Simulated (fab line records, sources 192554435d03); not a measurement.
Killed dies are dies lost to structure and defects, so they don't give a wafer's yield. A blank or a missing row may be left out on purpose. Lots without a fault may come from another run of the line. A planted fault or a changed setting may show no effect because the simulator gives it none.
fab line records | flow n5_finfet
record lots=24 wafers=72 last_day=22
route steps=1938 shown BEOL_M1@801 BEOL_M2@892
lots that met no fault: from a run of the same line without faults
start_h: hours from the record's first day to the start of the lot's first wafer shown | wait_h: hours since the lot's step before | " the same as in the row above | L1.1+2: a row that stands for several wafers | - no value, or no start given | * or withheld: withheld | < > ~ a bound
route shown NAME@n: a module of which the file shows steps, and the number in the route of the first | usual: mean/standard deviation of fault-free wafers | same: alike in all rows | chamber/n: place in a boat | sites: the reading at each site | _std_site: their standard deviation | _edge_site: outer sites' mean less inner sites' | radius_mm: how far each site lies from the wafer's centre | mask NAME#n: copy n | behind: the tool/chamber that last shaped the wafer | hold: why the lot was held/for how many hours/how that ended | device: the transistor (n, p or np) that didn't switch | end of line: the same wafers' tests at the end of the route | a step without rows: its recipe alone | killed: dies lost to structure and defects at the first sort, not the wafer's yield | map: a wafer's dies, x killed, . not, _ none there
set.NAME: the setting as run; set.NAME@STEP: as run at that earlier step | model.NAME: the simulator's own value behind a step, which no gauge read
steps of the route over a sample of lots; a table a step, a row a wafer
services: from which hour (start_h, from the record's first day; less than 0 if before it) a tool's chamber was out of use, for how many hours, and why
## steps
# step N5_BEOL_M1_ETCH_41
# recipe chemistry=CH3F/O2 target=SiCN target_depth_a=319 taper_deg=2 time_s=57.8 ion_energy_ev=120 mask_material=TiN pressure_mtorr=30 source_w=395 bias_w=75 Ar_flow_sccm=150 CH3F_flow_sccm=30 O2_flow_sccm=20
# usual drypump_motor_current_A=5.8/0.35 oes_product_au=0.83/0.087 rf_vpp_V=297.4/1.5 showerhead_plenum_p_Torr=2.00/0.064 throttle_valve_pct=16.29/0.15
# columns lot.wafer tool chamber start_h wait_h drypump_motor_current_A oes_product_au rf_hours_counter_h rf_vpp_V showerhead_plenum_p_Torr throttle_valve_pct
L074.1 rie_diel-03 0 - - 6.0 0.90 24 296.1 1.97 16.35
L074.3 " 1 " " 5.2 0.71 206 298.1 2.06 16.18
L074.5 " 0 " " 6.0 0.91 - 297.4 1.97 16.38
L075.2 rie_diel-01 1 - - 5.6 0.72 222 294.2 1.90 16.60
L075.4 " 2 " " 5.7 0.84 - 297.8 2.03 16.47
L075.5 " 1 " " 5.6 0.73 - 293.9 1.90 16.58
L076.4 rie_diel-06 0 - - 6.5 0.77 136 299.3 2.09 16.27
L076.5 " 0 " " 6.5 0.78 - 300.9 2.09 16.27
L076.6 " 1 " " 6.3 0.98 - 296.1 1.97 16.29
L077.1 rie_diel-06 3 - - 5.8 0.69 225 296.5 1.89 16.23
L077.4 " 0 " " 6.5 0.78 136 299.7 2.09 16.27
L077.6 " 2 " " 5.5 0.80 - 299.0 2.03 16.23
L078.4 rie_diel-01 1 - - 5.6 0.71 - 294.1 1.89 16.61
L078.5 " 0 " " 5.4 0.95 - 297.0 1.97 16.22
L078.6 " 3 " " 6.0 0.92 - 297.5 2.04 16.07
L079.1 rie_diel-01 3 - - 6.1 0.91 26 298.4 2.04 16.09
L079.3 " 2 " " 5.7 0.82 70 297.5 2.03 16.47
L079.4 " 0 " " 5.4 0.93 10 296.6 1.97 16.24
L080.3 rie_diel-01 1 - - 5.6 0.70 234 296.7 1.89 16.61
L080.4 " 0 " " 5.4 0.94 11 297.6 1.97 16.25
L080.5 " 2 " " 5.7 0.82 - 298.5 2.02 16.47
L081.1 rie_diel-03 2 - - 5.9 0.84 52 298.5 2.03 16.24
L081.2 " 3 " " 6.2 0.82 95 295.5 1.93 16.13
L081.4 " 0 " " 6.0 0.88 38 295.9 1.96 16.37
L082.1 rie_diel-03 3 - - 6.1 0.82 97 295.7 1.93 16.13
L082.3 " 0 " " 6.0 0.87 41 297.2 1.96 16.42
L082.6 " 0 " " 6.0 0.88 - 296.0 1.96 16.40
L083.2 rie_diel-01 2 - - 5.7 0.81 76 297.7 2.02 16.48
L083.3 " 3 " " 6.1 0.90 31 298.8 2.04 16.09
L083.4 " 3 " " 6.1 0.91 - 297.4 2.04 16.11
L084.4 rie_diel-06 0 - - 6.5 0.77 148 296.8 2.09 16.29
L084.5 " 0 " " 6.5 0.76 - 297.7 2.09 16.31
L084.6 " 1 " " 6.3 0.94 - 296.5 1.97 16.30
L085.1 rie_diel-06 1 - - 6.3 0.94 16 296.9 1.97 16.30
L085.2 " 3 " " 5.8 0.69 236 294.7 1.89 16.24
L085.6 " 2 " " 5.5 0.80 - 297.9 2.02 16.26
L086.3 rie_diel-03 3 - - 6.2 0.81 101 296.9 1.93 16.14
L086.5 " 3 " " 6.2 0.81 - 296.9 1.93 16.13
L086.6 " 2 " " 5.9 0.84 - 298.9 2.03 16.25
L087.2 rie_diel-01 3 - - 6.1 0.90 37 296.9 2.03 16.12
L087.4 " 0 " " 5.4 0.92 19 297.1 1.97 16.26
L087.6 " 2 " " 5.7 0.81 - 298.0 2.02 16.48
L088.2 rie_diel-01 1 - - 5.6 0.69 246 296.3 1.89 16.64
L088.5 " 1 " " 5.6 0.70 - 294.0 1.89 16.64
L088.6 " 3 " " 6.1 0.89 - 299.4 2.03 16.10
L090.3 rie_diel-01 3 - - 6.1 0.88 42 298.3 2.03 16.10
L090.5 " 3 " " 6.1 0.89 - 298.5 2.03 16.12
L090.6 " 0 " " 5.4 0.90 - 296.2 1.97 16.28
L089.1 rie_diel-06 0 - - 6.5 0.74 161 298.9 2.08 16.31
L089.2 " 1 " " 6.3 0.91 28 297.4 1.96 16.33
L089.3 " 3 " " 5.8 0.68 247 293.8 1.89 16.27
L091.1 rie_diel-03 1 - - 5.2 0.68 239 298.0 2.05 16.23
L091.2 " 2 " " 5.8 0.81 70 297.5 2.03 16.25
L091.3 " 3 " " 6.2 0.79 112 296.0 1.93 16.15
L094.1 rie_diel-03 2 - - 5.9 0.82 72 297.3 2.03 16.27
L094.5 " 0 " " 6.0 0.86 - 297.1 1.96 16.45
L094.6 " 1 " " 5.2 0.69 - 296.9 2.05 16.24
L092.1 rie_diel-06 1 - - 6.3 0.90 31 296.7 1.96 16.34
L092.2 " 2 " " 5.5 0.79 124 298.1 2.02 16.28
L092.5 " 3 " " 5.8 0.67 - 296.0 1.89 16.28
L093.1 rie_diel-01 0 - - 5.4 0.88 32 296.3 1.96 16.27
L093.4 " 2 " " 5.7 0.79 94 298.5 2.02 16.51
L093.5 " 0 " " 5.4 0.89 - 297.6 1.96 16.28
L095.4 rie_diel-01 3 - - 6.1 0.87 - 298.1 2.03 16.13
L095.5 " 0 " " 5.4 0.88 - 297.1 1.96 16.29
L095.6 " 1 " " 5.6 0.98 - 301.1 2.14 16.18
L096.3 rie_diel-01 3 - - 6.1 0.87 55 299.0 2.03 16.13
L096.4 " 1 " " 5.6 0.97 7 299.1 2.13 16.20
L096.6 " 1 " " 5.6 0.96 - 300.6 2.13 16.20
L097.3 rie_diel-01 1 - - 5.6 0.93 12 299.5 2.13 16.20
L097.4 " 2 " " 5.7 0.78 102 296.0 2.01 16.53
L097.5 " 0 " " 5.4 0.85 - 297.1 1.96 16.32
# step N5_BEOL_M1_STRIP_97
# recipe chemistry=N2/H2 time_s=10 power_w=450 temp_c=40 pressure_mtorr=20 rf_frequency_hz=6e+07 bias_power_w=7 n2_flow_sccm=200 h2_flow_sccm=200
# usual drypump_motor_current_A=5.8/0.35 oes_product_au=0.83/0.087 rf_vpp_V=59.1/0.92 showerhead_plenum_p_Torr=2.53/0.083 throttle_valve_pct=23.65/0.22
# columns lot.wafer tool chamber start_h wait_h drypump_motor_current_A oes_product_au rf_hours_counter_h rf_vpp_V showerhead_plenum_p_Torr throttle_valve_pct
L074.1 rie_diel-03 0 - - 6.0 0.90 24 57.8 2.49 23.70
L074.3 " 1 " " 5.2 0.71 206 60.1 2.62 23.45
L074.5 " 0 " " 6.0 0.90 - 58.7 2.49 23.68
L075.2 rie_diel-01 1 - - 5.6 0.73 222 58.4 2.41 24.08
L075.4 " 2 " " 5.7 0.84 - 58.6 2.58 23.89
L075.5 " 1 " " 5.6 0.72 - 58.4 2.41 24.09
L076.4 rie_diel-06 0 - - 6.5 0.77 136 60.1 2.65 23.70
L076.5 " 0 " " 6.5 0.77 - 59.3 2.65 23.70
L076.6 " 1 " " 6.3 0.99 - 58.6 2.50 23.66
L077.1 rie_diel-06 3 - - 5.8 0.68 225 59.4 2.40 23.49
L077.4 " 0 " " 6.5 0.78 136 60.2 2.65 23.69
L077.6 " 2 " " 5.5 0.81 - 58.8 2.57 23.39
L078.4 rie_diel-01 1 - - 5.7 0.71 - 60.1 2.40 24.10
L078.5 " 0 " " 5.4 0.96 - 58.6 2.49 23.58
L078.6 " 3 " " 6.1 0.92 - 59.3 2.60 23.50
L079.1 rie_diel-01 3 - - 6.1 0.92 26 58.2 2.60 23.50
L079.3 " 2 " " 5.7 0.83 70 59.9 2.57 23.94
L079.4 " 0 " " 5.4 0.94 11 59.3 2.49 23.58
L080.3 rie_diel-01 1 - - 5.6 0.71 234 58.4 2.40 24.12
L080.4 " 0 " " 5.4 0.93 11 59.7 2.49 23.59
L080.5 " 2 " " 5.7 0.82 - 58.6 2.57 23.92
L081.1 rie_diel-03 2 - - 5.9 0.84 52 58.6 2.59 23.69
L081.2 " 3 " " 6.2 0.82 95 58.6 2.45 23.25
L081.4 " 0 " " 6.0 0.87 38 59.4 2.48 23.70
L082.1 rie_diel-03 3 - - 6.2 0.80 97 56.9 2.45 23.24
L082.3 " 0 " " 6.0 0.87 41 58.3 2.48 23.71
L082.6 " 0 " " 6.0 0.87 - 58.8 2.48 23.72
L083.2 rie_diel-01 2 - - 5.7 0.82 76 57.5 2.57 23.94
L083.3 " 3 " " 6.1 0.89 31 59.8 2.60 23.50
L083.4 " 3 " " 6.1 0.90 - 60.4 2.60 23.50
L084.4 rie_diel-06 0 - - 6.5 0.77 148 58.2 2.64 23.72
L084.5 " 0 " " 6.5 0.76 - 59.3 2.64 23.73
L084.6 " 1 " " 6.3 0.94 - 58.7 2.49 23.68
L085.1 rie_diel-06 1 - - 6.3 0.94 16 59.6 2.49 23.65
L085.2 " 3 " " 5.8 0.68 236 59.5 2.40 23.51
L085.6 " 2 " " 5.5 0.79 - 58.2 2.56 23.40
L086.3 rie_diel-03 3 - - 6.2 0.82 101 58.3 2.45 23.26
L086.5 " 3 " " 6.2 0.81 - 58.5 2.45 23.26
L086.6 " 2 " " 5.9 0.83 - 59.3 2.58 23.70
L087.2 rie_diel-01 3 - - 6.1 0.89 37 56.7 2.59 23.53
L087.4 " 0 " " 5.4 0.91 19 58.8 2.49 23.58
L087.6 " 2 " " 5.7 0.81 - 59.6 2.57 23.93
L088.2 rie_diel-01 1 - - 5.6 0.70 246 57.8 2.40 24.11
L088.5 " 1 " " 5.6 0.71 - 57.8 2.40 24.11
L088.6 " 3 " " 6.0 0.89 - 58.5 2.59 23.51
L090.3 rie_diel-01 3 - - 6.1 0.89 42 59.7 2.59 23.52
L090.5 " 3 " " 6.1 0.89 - 59.6 2.59 23.53
L090.6 " 0 " " 5.4 0.91 - 57.7 2.49 23.60
L089.1 rie_diel-06 0 - - 6.5 0.75 161 59.7 2.64 23.73
L089.2 " 1 " " 6.3 0.91 28 58.1 2.49 23.66
L089.3 " 3 " " 5.8 0.68 247 59.6 2.40 23.51
L091.1 rie_diel-03 1 - - 5.2 0.69 239 59.4 2.61 23.49
L091.2 " 2 " " 5.9 0.81 70 59.0 2.58 23.72
L091.3 " 3 " " 6.2 0.80 112 59.7 2.45 23.26
L094.1 rie_diel-03 2 - - 5.9 0.82 72 59.8 2.58 23.71
L094.5 " 0 " " 6.0 0.85 - 58.2 2.47 23.73
L094.6 " 1 " " 5.2 0.69 - 56.9 2.61 23.48
L092.1 rie_diel-06 1 - - 6.3 0.90 31 60.5 2.49 23.68
L092.2 " 2 " " 5.5 0.79 124 59.3 2.56 23.42
L092.5 " 3 " " 5.8 0.67 - 57.3 2.39 23.50
L093.1 rie_diel-01 0 - - 5.4 0.88 32 58.5 2.48 23.62
L093.4 " 2 " " 5.7 0.80 94 59.2 2.56 23.95
L093.5 " 0 " " 5.4 0.89 - 59.6 2.48 23.60
L095.4 rie_diel-01 3 - - 6.1 0.87 - 59.8 2.59 23.54
L095.5 " 0 " " 5.4 0.90 - 58.7 2.48 23.62
L095.6 " 1 " " 5.6 0.99 - 59.5 2.71 23.84
L096.3 rie_diel-01 3 - - 6.1 0.87 55 61.1 2.59 23.53
L096.4 " 1 " " 5.6 0.97 7 60.1 2.71 23.85
L096.6 " 1 " " 5.6 0.96 - 58.8 2.71 23.84
L097.3 rie_diel-01 1 - - 5.6 0.94 12 59.9 2.71 23.85
L097.4 " 2 " " 5.7 0.79 102 58.6 2.56 23.96
L097.5 " 0 " " 5.4 0.87 - 58.8 2.48 23.63
# step N5_BEOL_M1_SPUTTER_86
# recipe material=Cu target_thk_a=45 temp_c=-20 chamber_pressure_pa=0.07 power_w=withheld time_s=8.29
# usual chuck_gas_flow_sccm=1.27/0.048 throttle_valve_pct=29.4/0.99
# columns lot.wafer tool chamber start_h wait_h chuck_gas_flow_sccm throttle_valve_pct
L074.1 pvd_sputter-01 - 137.09 0.1 1.24 30.2
L074.3 " - " " 1.33 31.3
L074.5 " - " " 1.28 31.8
L075.2 pvd_sputter-03 - 137.93 0.1 1.36 28.7
L075.4 " - " " 1.23 29.2
L075.5 " - " " 1.30 29.2
L076.4 pvd_sputter-03 - 157.34 0.1 1.26 28.7
L076.5 " - " " 1.31 29.1
L076.6 " - " " 1.20 28.2
L077.1 pvd_sputter-03 - 160.34 0.1 1.33 28.2
L077.4 " - " " 1.29 28.7
L077.6 " - " " 1.26 28.7
L078.4 pvd_sputter-01 - 163.48 0.0 1.23 29.6
L078.5 " - " " 1.31 30.0
L078.6 " - " " 1.29 28.5
L079.1 pvd_sputter-02 - 176.62 0.1 1.33 28.8
L079.3 " - " " 1.28 30.8
L079.4 " - " " 1.27 30.4
L080.3 pvd_sputter-01 - 180.20 0.1 1.24 28.7
L080.4 " - " " 1.29 31.5
L080.5 " - " " 1.23 29.4
L081.1 pvd_sputter-03 - 182.31 0.1 1.28 29.4
L081.2 " - " " 1.30 28.2
L081.4 " - " " 1.31 29.3
L082.1 pvd_sputter-01 - 189.27 0.1 1.37 28.4
L082.3 " - " " 1.23 31.5
L082.6 " - " " 1.25 31.2
L083.2 pvd_sputter-03 - 194.04 0.1 1.23 29.0
L083.3 " - " " 1.24 29.4
L083.4 " - " " 1.28 28.6
L084.4 pvd_sputter-03 - 195.88 0.1 1.22 28.8
L084.5 " - " " 1.27 28.3
L084.6 " - " " 1.25 29.2
L085.1 pvd_sputter-03 - 198.04 0.1 1.35 29.3
L085.2 " - " " 1.33 28.1
L085.6 " - " " 1.21 28.1
L086.3 pvd_sputter-03 - 201.36 0.1 1.29 29.4
L086.5 " - " " 1.22 29.5
L086.6 " - " " 1.33 28.5
L087.2 pvd_sputter-02 - 209.68 0.1 1.25 29.9
L087.4 " - " " 1.28 29.0
L087.6 " - " " 1.24 28.5
L088.2 pvd_sputter-02 - 212.48 0.1 1.24 30.0
L088.5 " - " " 1.32 28.5
L088.6 " - " " 1.13 30.9
L090.3 pvd_sputter-01 - 224.19 0.1 1.29 30.3
L090.5 " - " " 1.20 30.2
L090.6 " - " " 1.28 28.4
L089.1 pvd_sputter-02 - 233.17 0.1 1.22 28.6
L089.2 " - " " 1.20 30.9
L089.3 " - " " 1.33 28.6
L091.1 pvd_sputter-01 - 237.55 0.1 1.30 28.5
L091.2 " - " " 1.28 31.1
L091.3 " - " " 1.28 29.4
L092.1 pvd_sputter-01 - 245.94 0.1 1.22 31.5
L092.2 " - " " 1.22 30.0
L092.5 " - " " 1.23 31.2
L094.1 pvd_sputter-02 - 245.96 0.1 1.31 28.9
L094.5 " - " " 1.26 28.4
L094.6 " - " " 1.32 28.6
L093.1 pvd_sputter-01 - 256.46 0.1 1.30 31.5
L093.4 " - " " 1.27 30.3
L093.5 " - " " 1.30 30.0
L095.4 pvd_sputter-01 - 258.30 0.1 1.18 28.5
L095.5 " - " " 1.33 28.4
L095.6 " - " " 1.29 29.9
L096.3 pvd_sputter-02 - 269.88 0.1 1.27 30.2
L096.4 " - " " 1.22 28.7
L096.6 " - " " 1.19 30.2
L097.3 pvd_sputter-01 - 298.40 0.1 1.32 29.5
L097.4 " - " " 1.29 28.4
L097.5 " - " " 1.27 31.4
# step N5_BEOL_M2_STRIP_97
# recipe chemistry=N2/H2 time_s=10 power_w=450 temp_c=40 pressure_mtorr=20 rf_frequency_hz=6e+07 bias_power_w=7 n2_flow_sccm=200 h2_flow_sccm=200
# usual drypump_motor_current_A=5.7/0.4 oes_product_au=0.80/0.099 rf_vpp_V=59.3/0.96 showerhead_plenum_p_Torr=2.58/0.099 throttle_valve_pct=23.73/0.17
# columns lot.wafer tool chamber start_h wait_h drypump_motor_current_A oes_product_au rf_hours_counter_h rf_vpp_V showerhead_plenum_p_Torr throttle_valve_pct
L074.1 rie_diel-02 2 - - 5.7 0.81 87 60.0 2.68 23.94
L074.3 " 1 " " 5.8 0.75 156 60.2 2.64 23.58
L074.5 " 3 " " 5.6 0.78 - 59.5 2.44 23.82
L075.2 rie_diel-04 2 - - 5.2 0.71 200 58.7 2.51 23.51
L075.4 " 0 " " 6.1 0.67 249 59.7 2.40 23.82
L075.5 " 2 " " 5.2 0.71 - 59.4 2.51 23.50
L076.4 rie_diel-02 2 - - 5.7 0.81 93 59.4 2.68 23.96
L076.5 " 1 " " 5.7 0.74 - 60.4 2.64 23.57
L076.6 " 2 " " 5.7 0.82 - 60.5 2.68 23.96
L077.1 rie_diel-05 2 - - 5.8 0.70 221 59.3 2.61 23.88
L077.4 " 2 " " 5.7 0.71 - 57.9 2.61 23.84
L077.6 " 0 " " 6.3 0.92 - 59.4 2.61 23.85
L078.4 rie_diel-02 1 - - 5.8 0.73 165 60.0 2.64 23.58
L078.5 " 1 " " 5.8 0.73 - 60.0 2.64 23.58
L078.6 " 2 " " 5.7 0.80 - 59.1 2.68 23.96
L079.1 rie_diel-04 1 - - 5.6 0.90 43 60.6 2.48 23.83
L079.3 " 0 " " 6.1 1.00 2 60.2 2.72 23.55
L079.4 " 3 " " 5.1 0.71 237 59.3 2.60 24.03
L080.3 rie_diel-05 3 - - 6.6 0.69 196 59.0 2.62 23.67
L080.4 " 2 " " 5.8 0.69 228 59.5 2.61 23.85
L080.5 " 2 " " 5.8 0.69 - 60.1 2.61 23.86
L081.1 rie_diel-02 1 - - 5.7 0.73 174 59.7 2.63 23.60
L081.2 " 2 " " 5.7 0.80 104 60.1 2.67 23.97
L081.4 " 3 " " 5.6 0.76 152 58.5 2.43 23.84
L082.1 rie_diel-02 3 - - 5.6 0.77 154 58.4 2.43 23.83
L082.3 " 1 " " 5.7 0.73 176 59.5 2.63 23.60
L082.6 " 0 " " 5.6 0.71 - 58.0 2.42 23.50
L083.2 rie_diel-04 3 - - 5.1 0.99 5 59.7 2.59 23.75
L083.3 " 0 " " 6.1 0.92 26 59.4 2.71 23.58
L083.4 " 2 " " 5.2 0.68 235 59.0 2.49 23.56
L084.4 rie_diel-02 2 - - 5.7 0.77 117 60.5 2.67 23.98
L084.5 " 2 " " 5.7 0.78 - 59.0 2.67 23.98
L084.6 " 1 " " 5.8 0.72 - 59.5 2.63 23.62
L085.1 rie_diel-02 1 - - 5.7 0.71 190 58.5 2.63 23.62
L085.2 " 2 " " 5.7 0.77 121 59.2 2.66 24.00
L085.6 " 3 " " 5.6 0.75 - 58.1 2.43 23.86
L086.3 rie_diel-05 0 - - 6.3 0.87 44 59.3 2.59 23.87
L086.5 " 3 " " 6.7 0.68 - 60.1 2.61 23.70
L086.6 " 1 " " 5.4 0.89 - 59.5 2.71 23.73
L087.2 rie_diel-04 2 - - 5.1 0.67 247 57.8 2.49 23.56
L087.4 " 3 " " 5.1 0.96 16 59.4 2.59 23.75
L087.6 " 1 " " 5.6 0.85 - 59.0 2.46 23.88
L088.2 rie_diel-05 0 - - 6.3 0.86 48 59.6 2.59 23.88
L088.5 " 3 " " 6.6 0.68 - 60.1 2.61 23.70
L088.6 " 0 " " 6.3 0.86 - 60.9 2.59 23.89
L091.1 rie_diel-02 0 - - 5.6 0.68 225 56.9 2.41 23.51
L091.2 " 3 " " 5.6 0.74 180 59.2 2.42 23.86
L091.3 " 1 " " 5.8 0.71 201 58.6 2.62 23.63
L090.3 rie_diel-04 1 - - 5.6 0.83 80 59.3 2.46 23.89
L090.5 " 3 " " 5.1 0.95 - 59.8 2.59 23.78
L090.6 " 2 " " 5.2 0.66 - 58.6 2.49 23.57
L092.1 rie_diel-04 0 - - 6.1 0.90 40 59.8 2.70 23.59
L092.2 " 3 " " 5.1 0.94 19 60.7 2.59 23.76
L092.5 " 0 " " 6.1 0.89 - 60.1 2.70 23.60
L089.1 rie_diel-05 3 - - 6.6 0.68 225 59.4 2.61 23.72
L089.2 " 0 " " 6.3 0.85 50 59.2 2.59 23.90
L089.3 " 2 " " 5.8 0.97 1 59.1 2.60 23.51
L094.1 rie_diel-05 1 - - 5.4 0.89 36 61.3 2.71 23.76
L094.5 " 3 " " 6.6 0.68 - 59.5 2.61 23.71
L094.6 " 2 " " 5.8 0.97 - 59.5 2.60 23.48
L093.1 rie_diel-04 3 - - 5.1 0.94 24 59.3 2.59 23.77
L093.4 " 0 " " 6.1 0.88 - 59.4 2.70 23.60
L093.5 " 1 " " 5.6 0.83 - 59.5 2.46 23.89
L095.4 rie_diel-05 2 - - 5.7 0.96 3 58.0 2.60 23.50
L095.5 " 0 " " 6.3 0.85 - 58.3 2.59 23.88
L095.6 " 1 " " 5.4 0.88 - 61.1 2.71 23.77
L096.3 rie_diel-02 3 - - 5.6 0.73 191 58.5 2.42 23.90
L096.4 " 0 " " 5.6 0.68 235 56.9 2.40 23.54
L096.6 " 1 " " 5.8 0.70 - 59.8 2.62 23.64
L097.3 rie_diel-04 1 - - 5.6 0.84 89 59.5 2.46 23.89
L097.4 " 3 " " 5.1 0.92 29 62.2 2.58 23.78
L097.5 " 2 " " 5.2 0.97 - 60.1 2.48 23.16
# step N5_BEOL_M2_ALD_84
# recipe material=TaN target_thk_a=* temp_c=275 ald_precursor_family=PDMAT ald_co_reactant=NH3 pressure_torr=3 carrier_flow_sccm=1500 pulse_time_s=2 purge_time_s=3 co_reactant_purge_time_s=2 co_reactant_pulse_time_s=3 ald_cycles=30 precursor_vessel_temp_c=75 precursor_vessel_pressure_torr=26.25 precursor_vessel_carrier_sccm=1000
# usual heater_power_w=401/42
# columns lot.wafer tool chamber start_h wait_h heater_power_w
L074.1 ald_metal-01 1 151.76 0.1 397
L074.3 " 3 " " 353
L074.5 " 1 " " 387
L075.2 ald_metal-01 3 155.90 0.1 358
L075.4 " 1 " " 406
L075.5 " 3 " " 363
L076.4 ald_metal-01 1 170.44 0.1 396
L076.5 " 3 " " 355
L076.6 " 2 " " 378
L077.1 ald_metal-04 0 170.54 0.1 415
L077.4 " 3 " " 463
L077.6 " 0 " " 419
L078.4 ald_metal-04 3 175.90 0.0 455
L078.5 " 3 " " 443
L078.6 " 2 " " 392
L079.1 ald_metal-01 3 184.57 0.0 346
L079.3 " 2 " " 369
L079.4 " 2 " " 382
L080.3 ald_metal-04 0 192.86 0.0 414
L080.4 " 2 " " 409
L080.5 " 3 " " 450
L081.1 ald_metal-02 0 199.87 0.0 344
L081.2 " 2 " " 483
L081.4 " 1 " " 476
L082.1 ald_metal-01 2 207.55 0.1 375
L082.3 " 1 " " 390
L082.6 " 2 " " 365
L083.2 ald_metal-01 0 241.29 0.0 355
L083.3 " 3 " " 364
L083.4 " 1 " " 402
L084.4 ald_metal-02 3 241.47 0.1 464
L084.5 " 1 " " 475
L084.6 " 2 " " 474
L085.1 ald_metal-01 3 253.28 0.0 342
L085.2 " 0 " " 369
L085.6 " 0 " " 355
L086.3 ald_metal-04 1 268.90 0.0 445
L086.5 " 0 " " 423
L086.6 " 3 " " 440
L087.2 ald_metal-02 0 281.02 0.0 346
L087.4 " 3 " " 470
L087.6 " 0 " " 338
L088.2 ald_metal-01 1 282.90 0.1 404
L088.5 " 2 " " 369
L088.6 " 1 " " 397
L091.1 ald_metal-01 3 283.40 0.0 346
L091.2 " 0 " " 364
L091.3 " 1 " " 404
L090.3 ald_metal-02 0 288.82 0.0 336
L090.5 " 2 " " 475
L090.6 " 1 " " 472
L092.1 ald_metal-04 0 292.13 0.0 416
L092.2 " 2 " " 402
L092.5 " 2 " " 399
L089.1 ald_metal-01 3 292.28 0.0 355
L089.2 " 0 " " 359
L089.3 " 1 " " 399
L094.1 ald_metal-01 2 295.24 0.0 375
L094.5 " 1 " " 394
L094.6 " 2 " " 372
L093.1 ald_metal-01 2 303.50 0.0 377
L093.4 " 3 " " 347
L093.5 " 0 " " 366
L095.4 ald_metal-04 0 303.66 0.0 410
L095.5 " 0 " " 430
L095.6 " 3 " " 443
L096.3 ald_metal-01 3 314.43 0.0 348
L096.4 " 2 " " 380
L096.6 " 2 " " 377
L097.3 ald_metal-04 1 323.55 0.0 451
L097.4 " 2 " " 401
L097.5 " 1 " " 433
# step N5_BEOL_M2_ANNEAL_82
# recipe temp_c=400 time_s=240 ambient=vacuum
# usual heater_power_w=789/68 susceptor_temp_C_max=401.1/0.31
# columns lot.wafer tool chamber start_h wait_h heater_power_w susceptor_temp_C_max
L074.1 pvd_sputter-03 - 153.90 0.0 717 401.6
L074.3 " - " " 789 400.8
L074.5 " - " " 901 401.2
L075.2 pvd_sputter-01 - 157.64 0.0 827 400.7
L075.4 " - " " 719 401.2
L075.5 " - " " 844 401.6
L076.4 pvd_sputter-02 - 171.32 0.0 908 401.2
L076.5 " - " " 946 401.5
L076.6 " - " " 773 401.6
L077.1 pvd_sputter-01 - 171.87 0.0 717 401.1
L077.4 " - " " 819 401.3
L077.6 " - " " 725 401.5
L078.4 pvd_sputter-01 - 177.06 0.0 822 401.2
L078.5 " - " " 806 401.1
L078.6 " - " " 717 401.2
L079.1 pvd_sputter-03 - 185.69 0.0 716 401.0
L079.3 " - " " 914 401.0
L079.4 " - " " 872 400.8
L080.3 pvd_sputter-02 - 195.59 0.0 902 401.3
L080.4 " - " " 778 401.0
L080.5 " - " " 874 401.3
L081.1 pvd_sputter-01 - 201.19 0.0 827 401.4
L081.2 " - " " 721 400.9
L081.4 " - " " 731 402.0
L083.2 pvd_sputter-02 - 242.25 0.0 724 400.9
L083.3 " - " " 910 401.3
L083.4 " - " " 781 401.2
L084.4 pvd_sputter-01 - 242.45 0.0 730 400.7
L084.5 " - " " 822 401.7
L084.6 " - " " 718 400.8
L085.1 pvd_sputter-01 - 254.26 0.0 716 401.3
L085.2 " - " " 702 401.4
L085.6 " - " " 703 401.5
L086.3 pvd_sputter-01 - 269.90 0.0 837 400.8
L086.5 " - " " 717 400.6
L086.6 " - " " 810 400.6
L087.2 pvd_sputter-01 - 281.99 0.0 824 401.0
L087.4 " - " " 809 400.8
L087.6 " - " " 847 401.1
L088.2 pvd_sputter-01 - 283.87 0.0 724 401.1
L088.5 " - " " 711 400.7
L088.6 " - " " 838 401.0
L091.1 pvd_sputter-02 - 284.45 0.0 917 401.5
L091.2 " - " " 858 401.3
L091.3 " - " " 731 400.8
L090.3 pvd_sputter-01 - 290.18 0.0 716 401.5
L090.5 " - " " 719 401.6
L090.6 " - " " 826 400.8
L092.1 pvd_sputter-01 - 293.16 0.0 725 401.4
L092.2 " - " " 827 401.1
L092.5 " - " " 836 400.7
L089.1 pvd_sputter-02 - 294.98 0.0 810 401.0
L089.2 " - " " 734 400.9
L089.3 " - " " 923 401.4
L094.1 pvd_sputter-01 - 296.36 0.0 727 401.3
L094.5 " - " " 728 401.2
L094.6 " - " " 808 401.6
L093.1 pvd_sputter-01 - 304.47 0.0 838 401.2
L093.4 " - " " 839 401.0
L093.5 " - " " 700 401.2
L095.4 pvd_sputter-02 - 304.69 0.0 921 401.0
L095.5 " - " " 845 401.2
L095.6 " - " " 729 400.5
L096.3 pvd_sputter-01 - 317.31 0.0 710 401.4
L096.4 " - " " 715 401.2
L096.6 " - " " 718 401.3
L082.1 pvd_sputter-03 - 317.92 0.0 796 401.3
L082.3 " - " " 935 400.3
L082.6 " - " " 910 400.9
L097.3 pvd_sputter-01 - 324.64 0.0 850 400.9
L097.4 " - " " 715 401.2
L097.5 " - " " 731 400.6
## services
# columns tool chamber start_h hours kind
pvd_sputter-03 - 118.46 0.5 repair
rie_diel-03 0 125.34 6.0 repair
rie_diel-05 1 126.71 2.8 repair
pvd_sputter-01 - 138.92 4.7 repair
rie_diel-05 2 144.20 3.8 repair
rie_diel-01 2 154.65 6.9 repair
ald_metal-01 2 159.40 2.7 repair
pvd_sputter-02 - 163.68 5.1 repair
ald_metal-02 - 169.02 2.6 repair
rie_diel-05 - 172.97 2.8 pm
ald_metal-04 - 182.57 0.7 repair
rie_diel-01 0 189.86 5.1 repair
ald_metal-04 - 199.21 0.8 repair
ald_metal-04 1 202.89 31.0 repair
rie_diel-01 2 208.89 1.8 repair
rie_diel-01 - 225.35 2.8 pm
ald_metal-04 3 227.39 35.0 repair
rie_diel-02 - 238.40 0.2 repair
rie_diel-02 0 251.28 2.0 repair
rie_diel-01 2 254.21 11.8 repair
rie_diel-06 3 270.58 2.7 repair
pvd_sputter-03 - 273.75 1.9 repair
ald_metal-04 - 277.92 8.7 pm
rie_diel-01 0 323.77 1.3 repair
## key
fault none
